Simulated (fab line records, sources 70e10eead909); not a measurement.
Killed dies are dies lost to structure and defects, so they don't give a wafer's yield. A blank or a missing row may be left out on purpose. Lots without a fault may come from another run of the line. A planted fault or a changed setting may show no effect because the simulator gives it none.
Chamber matching | flow nand_harc | NHARC_A_WL_FILL_STRIP_29 on rie_diel-01: 4 sister chambers
The step strips in O2, time 20 s. 8 wafers are shown with their chamber, then 7 later ones without.

WAFERS WITH THEIR CHAMBER
wafer  | chamber | showerhead_plenum_p_Torr (Torr) | oes_product_au (a.u.)
L078.5 | 1       | 3.41                            | 0.986
L079.2 | 1       | 3.41                            | 0.992
L079.3 | 2       | 3.53                            | 0.989
L081.3 | 2       | 3.52                            | 0.992
L084.5 | 0       | 3.74                            | 1.003
L084.6 | 3       | 3.43                            | 1.006
L090.3 | 0       | 3.74                            | 1.001
L090.4 | 3       | 3.43                            | 1.006

WAFERS WITHOUT THEIR CHAMBER
wafer  | showerhead_plenum_p_Torr (Torr) | oes_product_au (a.u.)
L090.5 | 3.74                            | 1.006
L094.2 | 3.41                            | 0.989
L094.3 | 3.42                            | 1.010
L094.5 | 3.41                            | 0.995
L097.2 | 3.74                            | 1.011
L097.4 | 3.42                            | 0.999
L097.6 | 3.42                            | 1.001

WHICH CHAMBER EACH WENT THROUGH
wafer  | from the rows above     | in truth
L090.5 | 0                       | 0
L094.2 | 1                       | 1
L094.3 | 3                       | 3
L094.5 | 1                       | 1
L097.2 | 0                       | 0
L097.4 | can't be placed: 3 or 1 | 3
L097.6 | 3                       | 3
Placed correctly: 6 of 7. Can't be placed from these rows: 1 (the true chamber is among the candidates in 1). Placed wrongly: 0.
How it was worked out, from the rows above alone: a wafer's distance from a chamber is the root of the sum, over the readings, of the square of ((its reading less the chamber's mean) divided by the reading's scatter). The wafer belongs to the nearest chamber; if the next one is less than 2 further off, it can't be placed. A chamber's mean is the mean of its shown wafers. The scatter: the root of (the sum of the squares of (reading less its chamber's mean) over the shown wafers, divided by (wafers less chambers)).
